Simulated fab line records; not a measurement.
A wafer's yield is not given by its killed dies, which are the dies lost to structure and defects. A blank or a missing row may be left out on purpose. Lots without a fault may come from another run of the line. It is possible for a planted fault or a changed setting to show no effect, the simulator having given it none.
Struck lot and sound lot, side by side / flow n5-finfet / 18 out of 1938 route steps
Sound: wafers L230.2, L230.4, L230.5. Wafers L237.1, L237.3, L237.4 were the ones struck. Last of all comes the cause.
Order at every step that has rows: each side's tool, ch and its chambers, its first start. Under that, the readings that differ: sound wafers / struck wafers / difference of the means / sigmas: that difference in standard deviations of wafers without a fault.
alike: a reading whose means differ by less than 2 such deviations, as well as words and numbers matching on both sides. not compared: withheld readings; readings where some wafer has no value; bounds like >300 that might hide an equal value; numbers whose values overlap and for which the record gives no deviation.
A row with sigmas, a row that says differs or no value, or rows on one side alone: a step with any of these is where the two part. When numbers do not overlap yet have no deviation, they are printed without sigmas and do not part them. A reading missing from all wafers of one side parts the sides only when that side holds two or more wafers.

first, 4 steps without rows for these wafers: N5_STI_FIN_REVEAL_PRECLEAN_25 (cleans in SPM, time 90 s); N5_STI_FIN_REVEAL_PRECLEAN_26 (cleans in SC1, time 45 s); N5_STI_FIN_REVEAL_PRECLEAN_29 (cleans in DHF, time 30 s); N5_STI_FIN_REVEAL_SRD_12 (time 30 s).
N5_STI_FIN_REVEAL_RECESS_09: chemistry HF/NH3, target SiO2, afs cycles 11, target depth 42.5 nm, sublimation time 60 s.
  sound on vapor-etch-01 ch 0,1, day 3 06:16; struck on vapor-etch-01 ch 0,1, day 4 23:25
  alike: drypump-motor-current-A
then, 2 steps without rows for these wafers: N5_STI_FIN_REVEAL_STRIP_16 (strips SiNx in H3PO4, target depth 23.8 nm); N5_STI_FIN_REVEAL_PRECLEAN_17 (cleans in NF3:NH3, afs cycles 1, time 20 s, sublimation time 60 s).
N5_STI_FIN_REVEAL_ETCH_34: etches Si in H2, material Si, target depth 0.97 nm.
  sound on rie-si-03 ch 0,1,3, day 3 08:23; struck on rie-si-03 ch 0,2,3, day 5 01:30
  alike: chamber-pressure-mTorr, drypump-motor-current-A, he-backside-leak-sccm, oes-product-au, throttle-valve-pct
  not compared: rf-hours-counter-h
N5_STI_FIN_REVEAL_OXIDATION_31: chemistry O2 PLASMA REMOTE, time 20 s.
  sound on plasma-asher-02 ch 0,1, day 3 08:26; struck on plasma-asher-01 ch 0,1, day 5 01:34
  alike: chamber-pressure-mTorr, drypump-motor-current-A, heater-power-w
  not compared: rf-hours-counter-h
then, 3 steps without rows for these wafers: N5_STI_FIN_REVEAL_PRECLEAN_32 (cleans in NF3:NH3, afs cycles 1, time 20 s, sublimation time 60 s); N5_STI_FIN_REVEAL_STRIP_35 (strips Si3N4 in H3PO4, target depth 4 nm, time 39 s); N5_STI_FIN_REVEAL_SRD_21 (time 30 s).
N5_STI_FIN_REVEAL_OXIDATION_33: chemistry O2 PLASMA REMOTE, time 20 s.
  sound on plasma-asher-02 ch 1, day 3 08:47; struck on plasma-asher-01 ch 0,1, day 5 01:55
  no value came back on the struck wafers for chamber-pressure-mTorr (mTorr), drypump-motor-current-A (A), heater-power-w (W); on the sound wafers chamber-pressure-mTorr (mTorr) reads 999.3 1001.9 1000.8
  not compared: rf-hours-counter-h
then, 2 steps without rows for these wafers: N5_STI_FIN_REVEAL_CLEAN_19 (cleans in O3/DIW, time 120 s); N5_STI_FIN_REVEAL_SRD_23 (time 30 s).
N5_STI_FIN_REVEAL_CD_MEAS_22: target cd 6.238 nm, pitch 28 nm.
  struck on cd-sem-03, day 5 02:05; sound on cd-sem-01, day 3 08:58
reading=cd-nm (nm); sound=6.60 6.28 6.64; struck=7.42 7.60 7.09; difference=+0.86; sigmas=+3
N5_STI_FIN_REVEAL_FIN_H_MEAS_10:
  struck on ocd-01, day 5 02:07; sound on ocd-01, day 3 08:59
  alike: trench-depth-nm
N5_PASSIVATION_PROBE_49:
  sound wafers here have rows in the record (prober-02, day 14 20:52); struck ones have none

WHERE THEY PART
First at N5_STI_FIN_REVEAL_OXIDATION_33; last, within this record, at N5_PASSIVATION_PROBE_49.

WHY: what had been put in by the simulator
Whole step skipped at N5_STI_FIN_REVEAL_OXIDATION_33 on plasma-asher-01, starting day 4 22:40. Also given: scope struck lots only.
